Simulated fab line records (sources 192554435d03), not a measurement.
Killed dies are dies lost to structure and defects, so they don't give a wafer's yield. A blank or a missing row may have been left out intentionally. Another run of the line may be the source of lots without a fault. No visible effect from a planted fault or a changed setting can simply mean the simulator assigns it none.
A lot that was struck, set against a sound lot	flow n5Finfet	15 steps out of a route of 1938
Sound: the wafers L553.1, L553.3, L553.6. Wafers L561.2, L561.3, L561.6 were the ones struck. The cause is given at the end.
Per side, at each step with rows, come the tool, then ch with its chambers, and then its first start. Under that, the readings that differ: sound wafers	struck wafers	difference of the means	sigmas: that difference in standard deviations of wafers without a fault.
alike: readings whose means differ by less than 2 such deviations, and words and numbers that are the same on both sides. not compared: withheld readings, readings that some wafer has no value for, bounds like >300 that may hide the same value, and numbers for which the record gives no deviation and whose values overlap.
Wherever a step has rows on one side only, a row that says differs or no value, or a row with sigmas, the two part there. Numbers that don't overlap but have no deviation are shown without sigmas and don't part them. A reading missing from all wafers of one side parts the sides only when that side holds two or more wafers.

first, 1 step without rows for these wafers: N5_HKMG_FIN_ETCHBACK_68 (etches the open film in Cl2/Ar, stops on HfO2, target depth 0.5 nm).
N5_HKMG_FIN_STRIP_69: strips in N2/H2, time 360 s.
  sound on plasmaAsher-02 ch 0,1, day 5 17:36; struck on plasmaAsher-02 ch 0,1, day 7 19:14
  alike: drypumpMotorCurrentA, heaterPowerW
  not compared: rfHoursCounterH
N5_HKMG_FIN_ALD_21: deposits TiN, target thk 1.5 nm, pulse time 1 s, purge time 3 s.
  sound on aldMetal-02 ch 1,3, day 5 17:59; struck on aldMetal-02 ch 0,1, day 7 19:38
  alike: heaterPowerW, precursorPulseHeightRel, susceptorTempC
  not compared: sinceWetCleanH
then, 4 steps without rows for these wafers: N5_HKMG_FIN_ALD_72 (deposits W, target thk 2 nm, pulse time 1 s, purge time 2 s); N5_HKMG_FIN_W_FILL_22 (material W, target thk 60 nm, time 18.2 s); N5_HKMG_FIN_PRECLEAN_83 (cleans in DIW, time 57.5 s); N5_HKMG_FIN_SRD_84 (dry time 32 s).
N5_HKMG_FIN_CMP_23: polishes, stops on SiNx, t overpolish 10 s, target thk 46.326 nm.
  sound on cmp-04 ch 0,1,2, day 5 18:36; struck on cmp-04 ch 1,2, day 7 20:10
  alike: headPressurePsi, motorCurrentA, overpolishRunS, timeToEndpointS
N5_HKMG_FIN_CMP_94: polishes, stops on SiNx, t overpolish 4.7 s, target thk 43.299 nm.
  sound on cmp-04 ch 0,1,2, day 5 19:02; struck on cmp-04 ch 1,2, day 7 20:38
  alike: headPressurePsi, motorCurrentA
N5_HKMG_FIN_INSPECT_28: inspects for defects (darkfield).
  sound: defectInspect-02 at day 5 19:14; struck: defectInspect-01 at day 7 20:56
  alike: rawDefectCount
then, 1 step without rows for these wafers: N5_GATE_CUT_ETCHBACK_00 (etches W in SF6/Cl2).
N5_GATE_CUT_ETCH_56: etches TiN in Cl2/Ar, target depth 21.6 nm.
  sound on rieMetal-02 ch 0,1, day 5 19:23; struck on rieMetal-02 ch 0,1, day 7 21:05
reading	sound	struck	difference	sigmas
mfcCl2Sccm (sccm)	39.99 40.00 40.14	30.85 30.83 30.66	-9.26	-77
throttleValvePct (%)	20.2 20.2 20.2	19.1 19.1 19.1	-1.1	-3
  alike: drypumpMotorCurrentA, oesProductAu, rfFwdPowerW
  not compared: rfHoursCounterH
N5_GATE_CUT_ETCHBACK_30: etches TiN in Cl2/Ar, target depth 3 nm.
  sound on rieMetal-02 ch 0,1, day 5 19:29; struck on rieMetal-02 ch 0,1, day 7 21:11
  alike: drypumpMotorCurrentA, mfcCl2Sccm, oesProductAu, rfFwdPowerW, throttleValvePct
  not compared: rfHoursCounterH
-- record jumps: 4 days separate the struck wafers' starts on either side; left off in module GATE_CUT, taken up again in module BEOL_M4, whose first shown step is the route's number 1111 --
N5_BEOL_M4_RC_MEAS_101:
  sound on prober-01 ch 0, day 9 13:59; struck on prober-01 ch 0, day 11 22:25
  alike: DIBL_N, DIBL_P, IOFF_N, IOFF_P, ION_N, ION_P, SS_N, SS_P, VT_N, VT_P
-- the record jumps here: 5 days lie between the struck wafers' starts before and after (it left off in module BEOL_M4 and takes up again in module PASSIVATION, whose first step shown is number 1936 of the route) --
N5_PASSIVATION_PROBE_49:
  the record has rows for the struck wafers here (prober-02, day 17 00:38) and none for the sound ones

## WHERE THEY PART
Earliest at N5_GATE_CUT_ETCH_56; latest, in this record, at N5_PASSIVATION_PROBE_49.

WHY: whatever the simulator had introduced
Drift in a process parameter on rieMetal-02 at N5_GATE_CUT_ETCH_56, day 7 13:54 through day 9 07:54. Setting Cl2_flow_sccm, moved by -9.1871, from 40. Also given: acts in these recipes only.
